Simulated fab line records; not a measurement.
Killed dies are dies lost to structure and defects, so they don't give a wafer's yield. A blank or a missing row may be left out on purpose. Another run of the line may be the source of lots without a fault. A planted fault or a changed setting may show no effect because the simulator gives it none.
Struck lot and sound lot, side by side :: flow nandHarc :: 14 steps out of a route of 1302
Sound: these wafers, L647.1, L647.3, L647.6. Struck: wafers L657.1, L657.2, L657.4. The cause is named last.
Order at every step that has rows: each side's tool, ch and its chambers, its first start. Under that, the readings that differ: sound wafers :: struck wafers :: difference of the means :: sigmas: that difference in standard deviations of wafers without a fault.
alike: a reading whose means differ by less than 2 such deviations, as well as words and numbers matching on both sides. not compared: withheld readings; readings where some wafer has no value; bounds like >300 that might hide an equal value; numbers whose values overlap and for which the record gives no deviation.
Wherever a step has rows on one side only, a row that says differs or no value, or a row with sigmas, the two part there. Numbers that have no deviation but don't overlap get no sigmas and don't part them. Lack of a reading on every wafer of one side parts them only where that side has two or more wafers.

NHARC_A_STAIRCASE_TRIM_202: chemistry O2, time 211.2 s.
  sound on rieDiel-05 ch 0,1,3; struck on rieDiel-12 ch 1,2,3
  alike: drypumpMotorCurrentA, o2FlowSccm, oesProductAu, rfVppV, showerheadPlenumPTorr, throttleValvePct
  not compared: rfHoursCounterH
NHARC_A_STAIRCASE_ETCH_203: etches the open film in C4F8/O2, target depth 100 nm, time 40.5 s.
  sound on rieDiel-05 ch 0,1,2; struck on rieDiel-12 ch 1,2,3
  alike: oesProductAu, rfVppV
  not compared: rfHoursCounterH
NHARC_A_STAIRCASE_STRIP_205: strips in O2.
  sound on plasmaAsher-02 ch 0,1, day 17 00:01; struck on plasmaAsher-01 ch 0,1, day 20 13:02
  alike: drypumpMotorCurrentA, heaterPowerW, rfReflPowerW
  not compared: rfHoursCounterH
then, 8 steps without rows for these wafers: NHARC_A_STAIRCASE_STRIP_206 (strips in SPM, time 900 s); NHARC_A_STAIRCASE_PRECLEAN_207 (cleans in SC1); NHARC_A_STAIRCASE_SRD_208; NHARC_A_STAIRCASE_DEHYDRATE_209 (time 120 s); NHARC_A_STAIRCASE_HMDS_210 (time 30 s); NHARC_A_STAIRCASE_COAT_211; NHARC_A_STAIRCASE_SOFTBAKE_212 (time 170 s); NHARC_A_STAIRCASE_EBR_213.
NHARC_A_STAIRCASE_EXPOSE_214: exposes mask STAIR 3.
  sound on krfScanner-04 ch 0, day 17 01:09; struck on krfScanner-04 ch 0, day 20 14:04
reading: model.A_STAIRCASE.overlayXNm (nm)
sound: -6.479 -6.479 -6.479
struck: 36 36 36
difference: +42
sigmas: 
  alike: mask
then, 1 step without rows for these wafers: NHARC_A_STAIRCASE_PEB_215 (peb time 130 s).
NHARC_END_SORT_01:
  the record has rows for the sound wafers here (prober-01 ch 0, day 25 10:56) and none for the struck ones

WHERE THEY PART
Only at NHARC_END_SORT_01, within this record.

WHY: whatever the simulator had introduced
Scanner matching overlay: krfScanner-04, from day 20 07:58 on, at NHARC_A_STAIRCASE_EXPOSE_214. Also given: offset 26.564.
